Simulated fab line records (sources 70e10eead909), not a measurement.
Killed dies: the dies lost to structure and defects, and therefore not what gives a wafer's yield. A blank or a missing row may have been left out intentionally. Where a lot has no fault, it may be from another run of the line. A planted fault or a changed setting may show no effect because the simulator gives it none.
Which tool did it? | flow nandHarc | 39 wafers from 13 lots sampled at 5 of the route's 1302 steps

== WHAT THE GAUGES SHOWED, per wafer ==
NHARC_THIN_TSV_CD_MEAS_12: the cd target is 1000 nm. Usual: cdNm 1000.5 nm, standard deviation 2.6.
lot  | measured     | on       | cdNm (nm)            | flag
L959 | day 23 20:49 | cdSem-03 | 1000.2 1005.7 1003.5 | 
L961 | day 24 12:32 | cdSem-03 | 1000.4 998.7 998.3   | 
L960 | day 24 16:53 | cdSem-03 | 1000.4 998.2 998.8   | 
L962 | day 24 19:10 | cdSem-03 | 1006.0 1001.8 1001.2 | 
L963 | day 24 17:56 | cdSem-03 | 999.9 999.9 999.3    | 
L964 | day 25 23:32 | cdSem-03 | 1001.6 997.0 999.5   | 
L967 | day 27 01:42 | cdSem-03 | 1000.9 998.5 998.1   | 
L972 | day 28 20:02 | cdSem-02 | 1005.1 1002.9 1003.4 | 
L975 | day 30 03:49 | cdSem-01 | 994.8 994.4 993.9    | 
L978 | day 31 04:36 | cdSem-03 | 1003.5 1003.8 1003.2 | 
L980 | day 32 02:35 | cdSem-01 | 997.8 996.9 995.6    | 
L981 | day 32 13:44 | cdSem-01 | 995.6 1002.2 995.9   | 
L982 | day 32 12:23 | cdSem-01 | 1001.1 1000.8 999.2  | 

NHARC_END_SORT_01. Usual: killedAtArray 56, standard deviation 19; killedAtOther 0.6, standard deviation 1; killedAtPeriphery 3.9, standard deviation 2.7; killedDies 61, standard deviation 19; killedOpen 3.3, standard deviation 1.9; killedShort 2.4, standard deviation 1.7.
lot  | measured     | on        | killedAtArray | killedAtOther | killedAtPeriphery | killedDies | killedOpen | killedShort | flag
L975 | day 30 20:13 | prober-02 | 85 152 78     | 0 1 0         | 4 6 4             | 89 159 82  | 1 2 3      | 3 3 4       | 

== EACH LOT AND THE TOOL THAT RAN IT (in order: tool; ch and the chambers of the sampled wafers; start) ==
lot  | NHARC_A_DECK1_JOINT_ETCH_09        | NHARC_A_BONDPAD_ETCH_34           | NHARC_A_BONDPAD_DEGAS_25
L959 | wetBench-06 ch 0,4,7, day 10 15:32 | rieDiel-02 ch 1,3, day 23 05:41   | pvdSputter-01, day 23 06:38
L961 | wetBench-06 ch 0,4,7, day 11 13:06 | rieDiel-02 ch 0,2, day 23 21:22   | pvdSputter-01, day 23 22:13
L960 | wetBench-05 ch 2,4,5, day 11 13:07 | rieDiel-02 ch 0,2, day 24 02:22   | pvdSputter-01, day 24 03:16
L962 | wetBench-06 ch 2,5,6, day 12 04:13 | rieDiel-02 ch 0,3, day 24 03:04   | pvdSputter-03, day 24 03:55
L963 | wetBench-05 ch 4,5,6, day 12 15:08 | rieDiel-04 ch 1,2,3, day 24 05:06 | pvdSputter-01, day 24 05:58
L964 | wetBench-06 ch 3,5,6, day 13 00:44 | rieDiel-04 ch 0,2,3, day 25 08:49 | pvdSputter-03, day 25 09:41
L967 | wetBench-03 ch 5,6,7, day 14 09:29 | rieDiel-04 ch 0,3, day 26 09:49   | pvdSputter-03, day 26 10:40
L972 | wetBench-06 ch 0,1,7, day 16 00:14 | rieDiel-02 ch 0,1,2, day 28 05:29 | pvdSputter-01, day 28 06:20
L975 | wetBench-06 ch 1,4,5, day 17 16:53 | rieDiel-02 ch 1,2, day 29 12:40   | pvdSputter-02, day 29 13:35
L978 | wetBench-03 ch 1,3,4, day 18 17:37 | rieDiel-02 ch 0,1,3, day 30 13:55 | pvdSputter-02, day 30 14:46
L980 | wetBench-03 ch 1,2,3, day 19 18:04 | rieDiel-04 ch 0,2,3, day 31 08:00 | pvdSputter-03, day 31 08:52
L981 | wetBench-03 ch 0,2,6, day 20 02:42 | rieDiel-02 ch 0,2,3, day 31 21:34 | pvdSputter-02, day 31 22:52
L982 | wetBench-05 ch 0,1,5, day 20 10:49 | rieDiel-04 ch 1,2,3, day 31 15:14 | pvdSputter-02, day 31 16:08
- NHARC_A_DECK1_JOINT_ETCH_09: etches SiO2 in dHF, target depth 5 nm.
- NHARC_A_BONDPAD_ETCH_34: etches the open film in N2/H2, target depth 60 nm, overetch 18 nm, time 65.91 s.
- NHARC_A_BONDPAD_DEGAS_25: time 60 s.

== AS READ BY THE TOOLS THEMSELVES (means over the sampled wafers that have a number; for cases with no such wafer, the mark the record gives instead) ==
NHARC_A_BONDPAD_ETCH_34. Usual: drypumpMotorCurrentA 5.9 A, standard deviation 0.37; oesProductAu 0.998 a.u., standard deviation 0.013; rfVppV 430.6 V, standard deviation 2.8; showerheadPlenumPTorr 2.04 Torr, standard deviation 0.099; throttleValvePct 14.170 %, standard deviation 0.0084.
lot  | tool       | drypumpMotorCurrentA (A) | oesProductAu (a.u.) | rfVppV (V) | showerheadPlenumPTorr (Torr) | throttleValvePct (%) | flag
L959 | rieDiel-02 | 5.9                      | 1.017               | 430.1      | 2.02                         | 14.170               | 
L961 | rieDiel-02 | 6.0                      | 1.008               | 430.9      | 2.06                         | 14.172               | 
L960 | rieDiel-02 | 6.0                      | 0.996               | 430.8      | 2.06                         | 14.170               | 
L962 | rieDiel-02 | 6.1                      | 0.991               | 433.9      | 2.15                         | 14.167               | 
L963 | rieDiel-04 | 5.6                      | 0.983               | 428.9      | 1.97                         | 14.171               | 
L964 | rieDiel-04 | 5.8                      | 0.997               | 430.1      | 2.00                         | 14.169               | 
L967 | rieDiel-04 | 5.3                      | 0.995               | 428.7      | 1.97                         | 14.172               | 
L972 | rieDiel-02 | 5.9                      | 0.998               | 429.6      | 2.00                         | 14.168               | 
L975 | rieDiel-02 | 5.9                      | 1.004               | 427.6      | 1.94                         | 14.160               | 
L978 | rieDiel-02 | 6.0                      | 0.996               | 432.0      | 2.08                         | 14.171               | 
L980 | rieDiel-04 | 5.8                      | 1.002               | 428.5      | 1.99                         | 14.177               | 
L981 | rieDiel-02 | 6.0                      | 0.986               | 431.3      | 2.08                         | 14.167               | 
L982 | rieDiel-04 | 5.6                      | 0.995               | 429.0      | 1.96                         | 14.167               | 

NHARC_A_BONDPAD_DEGAS_25. Usual: heaterPowerW 480 W, standard deviation 57.
lot  | tool          | heaterPowerW (W) | flag
L959 | pvdSputter-01 | 471              | 
L961 | pvdSputter-01 | 439              | 
L960 | pvdSputter-01 | 450              | 
L962 | pvdSputter-03 | 497              | 
L963 | pvdSputter-01 | 447              | 
L964 | pvdSputter-03 | 526              | 
L967 | pvdSputter-03 | 507              | 
L972 | pvdSputter-01 | 459              | 
L975 | pvdSputter-02 | 431              | 
L978 | pvdSputter-02 | 507              | 
L980 | pvdSputter-03 | 475              | 
L981 | pvdSputter-02 | 444              | 
L982 | pvdSputter-02 | 492              | 

== THE ANSWER, worked out from the rows above alone ==
Rule: take the mean of a lot's wafers that have a number; if it is more than 3 standard deviations from the usual mean, the lot is off. A lot without any number at a reading at which 4 lots or more have one is off too. Where the step has rows for the other lots, those lots are counted as sound. The gauges are gone through in route order, then the tools' own readings, and for those a lot's mean is taken as printed above. At the first step where some lot is off, the reading lying furthest off is the one used; lots without a number count as furthest.
Across all readings shown, no lot is off: no conclusion can be drawn from this.

== WHAT THE SIMULATOR HAD PUT IN ==
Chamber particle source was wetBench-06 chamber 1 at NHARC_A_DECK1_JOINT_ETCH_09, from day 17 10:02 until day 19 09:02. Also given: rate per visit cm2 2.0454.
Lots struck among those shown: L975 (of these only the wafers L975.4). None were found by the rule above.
